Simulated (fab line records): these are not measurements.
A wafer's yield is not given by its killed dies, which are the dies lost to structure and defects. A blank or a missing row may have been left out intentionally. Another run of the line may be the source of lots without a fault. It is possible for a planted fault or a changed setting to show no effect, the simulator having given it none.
Code-filled problem report in 8D (eight disciplines) form / flow n5Finfet / the parts of the form that need people (team, actions taken, sign-off) are left out

## 1. THE PROBLEM
susceptorTempC at N5_PASSIVATION_PECVD_53 reads a mean of 411.46 C on 1 wafer of 1 lot; wafers without a fault read 400.03 C with a standard deviation of 0.23. That puts it +50 standard deviations away from the usual mean.
The step: deposits SiO2 from TEOS/O2, target thk 800 nm, time 169.4 s.
Seen first at day 14 08:20 on pecvd-01, wafer L711.2. At this step, 33 wafers from 11 lots have a number in the record. The rule behind "out" and "out of limits": a value lying over 4 standard deviations away from the usual mean. The other wafers with a number count as sound.

## 2. WHAT IT IS; WHAT IT IS NOT
question=which readings at this step | is=susceptorTempC | is not=-
question=which lots | is=L711 | is not=L705, L708, L709, L710, L713, L714, L723, L724, L727, L728
question=which wafers of those lots | is=L711.2 | is not=L711.1, L711.6
question=read on which tools | is=pecvd-01 | is not=pecvd-02, pecvd-04
question=when | is=from day 14 08:20 | is not=up to then (14 sound wafers); but 18 sound wafers of L713, L714, L723, L724, L727, L728 came after

## 3. WHAT RULES OUT EACH SUSPECT
Counting: any tool at a process step up to the reading remains a suspect provided it ran every lot that is out. Sound lots after the first of them don't rule it out here, since some wafers of a struck lot are sound.
- rieDiel-04 at N5_PASSIVATION_PASS_ETCH_74 (etches SiNx in CF4/O2, target depth 220 nm, time 110 s): kept. L711, the lot that is out, went through it at day 14 05:31; up to then, the latest sound lot through it was L710 at day 13 23:40.
- pvdSputter-03 at N5_PASSIVATION_DEGAS_18 (time 60 s): kept. L711, the lot that is out, went through it at day 14 06:22; up to then, the latest sound lot through it was L709 at day 14 03:52.
- pecvd-01 at N5_PASSIVATION_PECVD_53 (deposits SiO2 from TEOS/O2, target thk 800 nm, time 169.4 s): kept. L711, the lot that is out, went through it at day 14 08:20; up to then, the latest sound lot through it was L709 at day 14 06:13. Its own readings are out on those wafers: susceptorTempC.
- The sound lot-mates ran in chamber 1 of pecvd-01 at N5_PASSIVATION_PECVD_53, but the wafers that are out ran in chamber 2.
Still standing after the count: rieDiel-04 at N5_PASSIVATION_PASS_ETCH_74, pvdSputter-03 at N5_PASSIVATION_DEGAS_18, pecvd-01 at N5_PASSIVATION_PECVD_53.

## 4. THE CAUSE (what the simulator had put in)
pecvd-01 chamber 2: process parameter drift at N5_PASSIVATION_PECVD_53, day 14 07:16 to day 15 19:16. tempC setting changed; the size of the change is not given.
After counting, 3 suspects remain, this tool included.

## 5. SEQUENCE OF EFFECTS, ordered by route
Rows list readings where the struck wafers' mean (over those with a number) sits beyond 3 standard deviations from the usual. Only readings whose record carries a usual standard deviation are examined. hours: median over the lots of the time between each lot's start at the first step of this table that gives one and its start at this step. sigmas: the change, counted in usual standard deviations.
hours=0; step=N5_PASSIVATION_PECVD_53; reading=susceptorTempC; usual=400.03 C; on struck wafers=411.46; change=+11.43; sigmas=+50
The process steps in it:
- N5_PASSIVATION_PECVD_53: deposits SiO2 from TEOS/O2, target thk 800 nm, time 169.4 s.

## 6. WHAT WOULD HAVE CAUGHT IT SOONER
In this record the first reading out of limits was taken at day 14 08:20, 1 hour after the fault began at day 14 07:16.
